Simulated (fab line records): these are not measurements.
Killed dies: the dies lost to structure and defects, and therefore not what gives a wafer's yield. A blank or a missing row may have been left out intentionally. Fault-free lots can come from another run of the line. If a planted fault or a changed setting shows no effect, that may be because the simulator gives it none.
Split-lot study + flow n5Finfet + on a route of 1938 steps: 7 lots, 39 wafers read

== ABOUT THE SPLIT ==
At N5_HKMG_FIN_DESCUM_17 (chemistry O2, time 7.9 s), the setting timeS was moved away from the recipe's 7.9 s on 12 of the 39 wafers read, by -28.7% to +53.9%. The other wafers ran this setting at the recipe's value.

Between the split and the reading, the file records no step.

== THE READING ==
CAR-ArF_of_HKMG_FIN_COAT_06.thkNm (the simulator's own value, which no gauge read), in nm, at N5_HKMG_FIN_ETCH_31 (etches SiARC in CF4, target depth 45.5 nm, time 75.8 s). The file gives no usual value for it. Across the 27 wafers here that went through the recipe, the average is 50.9 nm and the standard deviation 0.16 nm.

| wafer  | tool, chamber at the split | timeS as run, s | against the recipe | CAR-ArF_of_HKMG_FIN_COAT_06.thkNm, nm | against lot-mates on the recipe |
|--------|----------------------------|-----------------|--------------------|---------------------------------------|---------------------------------|
| L075.1 | rieDiel-06, 3              | 7.9             | recipe             | 51                                    | -                               |
| L075.3 | rieDiel-06, 1              | 7.9             | recipe             | 51                                    | -                               |
| L075.2 | rieDiel-06, 2,0,0          | 10.22           | +29.4%             | 49.4                                  | -1.7                            |
| L075.4 | rieDiel-06, 2,0,0          | 10.22           | +29.4%             | 49.4                                  | -1.7                            |
| L075.6 | rieDiel-06, 2,0,0          | 10.22           | +29.4%             | 49.4                                  | -1.7                            |
| L075.5 | rieDiel-06, 3              | 7.9             | recipe             | 51.2                                  | -                               |
| L079.1 | rieDiel-02, 0,1            | 5.778           | -26.9%             | 52                                    | +1.3                            |
| L079.3 | rieDiel-02, 0,1            | 5.778           | -26.9%             | 52                                    | +1.3                            |
| L079.2 | rieDiel-02, 2              | 7.9             | recipe             | 50.8                                  | -                               |
| L079.4 | rieDiel-02, 3              | 7.9             | recipe             | 50.6                                  | -                               |
| L079.5 | rieDiel-02, 3              | 7.9             | recipe             | 50.6                                  | -                               |
| L079.6 | rieDiel-02, 0              | 5.778           | -26.9%             | 52.2                                  | +1.5                            |
| L080.1 | rieDiel-05, 0,3            | 7.9             | recipe             | 50.8                                  | -                               |
| L080.3 | rieDiel-05, 0,3            | 7.9             | recipe             | 50.8                                  | -                               |
| L080.5 | rieDiel-05, 0              | 7.9             | recipe             | 50.8                                  | -                               |
| L085.1 | rieDiel-06, 3,0            | 5.629           | -28.7%             | 52.4                                  | +1.5                            |
| L085.2 | rieDiel-06, 0,1            | 7.9             | recipe             | 51                                    | -                               |
| L085.3 | rieDiel-06, 0,1            | 7.9             | recipe             | 51                                    | -                               |
| L085.4 | rieDiel-06, 3              | 7.9             | recipe             | 50.8                                  | -                               |
| L085.5 | rieDiel-06, 1              | 5.629           | -28.7%             | 52.2                                  | +1.3                            |
| L085.6 | rieDiel-06, 3,0            | 5.629           | -28.7%             | 52.2                                  | +1.3                            |
| L086.1 | rieDiel-06, 2              | 7.9             | recipe             | 51                                    | -                               |
| L086.2 | rieDiel-06, 1,0,2          | 7.9             | recipe             | 51                                    | -                               |
| L086.4 | rieDiel-06, 1,0,2          | 7.9             | recipe             | 51                                    | -                               |
| L086.5 | rieDiel-06, 1,0,2          | 7.9             | recipe             | 51                                    | -                               |
| L086.3 | rieDiel-06, 0,1            | 7.9             | recipe             | 50.8                                  | -                               |
| L086.6 | rieDiel-06, 0,1            | 7.9             | recipe             | 50.8                                  | -                               |
| L090.1 | rieDiel-05, 3,0            | 7.9             | recipe             | 50.6                                  | -                               |
| L090.2 | rieDiel-05, 0              | 12.16           | +53.9%             | 48.2                                  | -2.7                            |
| L090.3 | rieDiel-05, 1              | 12.16           | +53.9%             | 48.4                                  | -2.5                            |
| L090.6 | rieDiel-05, 1              | 12.16           | +53.9%             | 48.4                                  | -2.5                            |
| L090.4 | rieDiel-05, 3              | 7.9             | recipe             | 51.2                                  | -                               |
| L090.5 | rieDiel-05, 3,0            | 7.9             | recipe             | 50.8                                  | -                               |
| L092.1 | rieDiel-02, 0,3,0,3,1      | 7.9             | recipe             | 51                                    | -                               |
| L092.3 | rieDiel-02, 0,3,0,3,1      | 7.9             | recipe             | 51                                    | -                               |
| L092.4 | rieDiel-02, 0,3,0,3,1      | 7.9             | recipe             | 51                                    | -                               |
| L092.5 | rieDiel-02, 0,3,0,3,1      | 7.9             | recipe             | 51                                    | -                               |
| L092.6 | rieDiel-02, 0,3,0,3,1      | 7.9             | recipe             | 51                                    | -                               |
| L092.2 | rieDiel-02, 1              | 7.9             | recipe             | 50.8                                  | -                               |
If several chambers appear in one row, that row covers several wafers at once and the file leaves open which wafer was in which chamber.

THE FIT
A straight line over all 39 wafers: CAR-ArF_of_HKMG_FIN_COAT_06.thkNm changes by -0.0475 nm for each +1% of timeS; r = -0.99; the points scatter about the line by 0.15 nm.
The same after taking each lot's own level away (the mean of its wafers on the recipe; 39 wafers): -0.0491 nm for each +1%; r = -0.99; scatter 0.13 nm.
The reading moves by 2.6 nm for the largest change in timeS, on that fit.
Measured against the standard deviation above, the lots' own levels, which go from 50.67 to 51.07 nm, span 2.5 times it.
Consequently the slope shifts little with the lot-to-lot level, the two slopes agreeing.
Check: with one of the wafers moved furthest among these (+53.9%) left out of the fit, the line predicts -2.66 nm for it against its lot-mates. It came out at -2.67 nm against them.

== ADDITIONAL SPLITS CARRIED BY THESE WAFERS ==
Before the reading, these wafers also passed through other splits. Each is held against what the fit with the lots' levels taken away leaves over:
| other split on the same wafers                  | wafers away from the commonest value | r with CAR-ArF_of_HKMG_FIN_COAT_06.thkNm (lot level and that fit taken away) |
|-------------------------------------------------|--------------------------------------|------------------------------------------------------------------------------|
| N5_PMOS_HMC_CHANNEL_EPI_DEVELOP_08 developTimeS | 15                                   | -0.16                                                                        |
| N5_HKMG_FIN_HK_ALD_01 aldCycles                 | 15                                   | +0.05                                                                        |

== THE WHOLE CHAIN: every reading that the file lists as answering this split, in the file's order ==
| step                  | what it does                                           | reading                                                                            | change (the file's fit)                | r (the file's) |
|-----------------------|--------------------------------------------------------|------------------------------------------------------------------------------------|----------------------------------------|----------------|
| N5_HKMG_FIN_DESCUM_17 | chemistry O2, time 7.9 s                               | CAR-ArF_of_HKMG_FIN_COAT_06.thkNm (the simulator's own value, which no gauge read) | -0.0498 nm for each +1% of the setting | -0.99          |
| N5_HKMG_FIN_ETCH_31   | etches SiARC in CF4, target depth 45.5 nm, time 75.8 s | CAR-ArF_of_HKMG_FIN_COAT_06.thkNm (the simulator's own value, which no gauge read) | -0.0492 nm for each +1% of the setting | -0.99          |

== FILE'S OWN FIT ==
CAR-ArF_of_HKMG_FIN_COAT_06.thkNm changes by -0.0492 nm for each +1% of timeS, r = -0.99.
